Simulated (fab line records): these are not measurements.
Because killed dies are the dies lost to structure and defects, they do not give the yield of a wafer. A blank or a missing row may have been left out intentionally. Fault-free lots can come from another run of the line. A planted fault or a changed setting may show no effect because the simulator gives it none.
Struck lot and sound lot, side by side + flow nand_harc + 12 steps out of a route of 1159
Sound: these wafers, L912.1, L912.3, L912.4. Struck: wafer L919.2 (L919.3, L919.6, from the same lot, were not struck and are left out); the cause is given at the end.
For every step that has rows: the tool of each side, followed by ch and its chambers, followed by its first start. Under that, the readings that differ: sound wafers + struck wafers + difference of the means + sigmas: that difference in standard deviations of wafers without a fault.
alike: words and numbers the same on both sides, and readings whose means are apart by under 2 such deviations; not compared: readings that were withheld, readings missing a value for some wafer, numbers with overlapping values and no deviation given by the record, and bounds like >300 which may hide the same value.
The two part at a step that has a row with sigmas, a row that says differs or no value, or rows on one side only. When numbers do not overlap yet have no deviation, they are printed without sigmas and do not part them. A reading that every wafer of one side lacks parts them only if that side has two wafers or more.

NHARC_A_ZERO_WELL_INSPECT_17:
  sound: defect_inspect-02 at day 8 10:08; struck: defect_inspect-01 at day 9 16:05
  alike: raw_defect_count
then, 3 steps without rows for these wafers: NHARC_A_SOURCE_PLATE_PRECLEAN_00 (cleans in HF-LAST, time 60 s); NHARC_A_SOURCE_PLATE_SRD_01; NHARC_A_SOURCE_PLATE_OXIDE_02 (material SiO2, target thk 10 nm, ox time 1362 s).
NHARC_A_SOURCE_PLATE_THK_MEAS_09: measures by ellipsometry.
  sound: film_metro-02 at day 8 17:17; struck: film_metro-01 at day 10 02:41
  alike: thk_nm
then, 3 steps without rows for these wafers: NHARC_A_SOURCE_PLATE_PVD_04 (deposits WSi2, target thk 50 nm); NHARC_A_SOURCE_PLATE_CVD_03 (deposits poly-Si, target thk 200 nm, time 4000 s); NHARC_A_SOURCE_PLATE_ANNEAL_05 (time 1800 s).
NHARC_A_SOURCE_PLATE_THK_MEAS_06: measures by ellipsometry.
  sound: film_metro-02 at day 9 06:46; struck: film_metro-01 at day 10 15:26
  alike: thk_nm
NHARC_A_SOURCE_PLATE_INSPECT_08:
  sound: defect_inspect-02 at day 9 06:52; struck: defect_inspect-01 at day 10 15:30
  alike: raw_defect_count
NHARC_A_ONON_D1_DEP_00: target thk 1000 nm.
  sound on pecvd_onon-03 ch 0, day 9 06:56; struck on pecvd_onon-03 ch 0, day 10 15:37
NHARC_A_ONON_D1_THK_MEAS_02: measures by ellipsometry.
  sound: film_metro-01 at day 9 07:26; struck: film_metro-02 at day 10 16:15
| reading     | sound       | struck | difference | sigmas |
|-------------|-------------|--------|------------|--------|
| thk_nm (nm) | 994 996 994 | 674    | -321       | -34    |
  not compared: hold

## WHERE THEY PART
NHARC_A_ONON_D1_THK_MEAS_02 only, going by this record.

WHY: the cause the simulator had injected
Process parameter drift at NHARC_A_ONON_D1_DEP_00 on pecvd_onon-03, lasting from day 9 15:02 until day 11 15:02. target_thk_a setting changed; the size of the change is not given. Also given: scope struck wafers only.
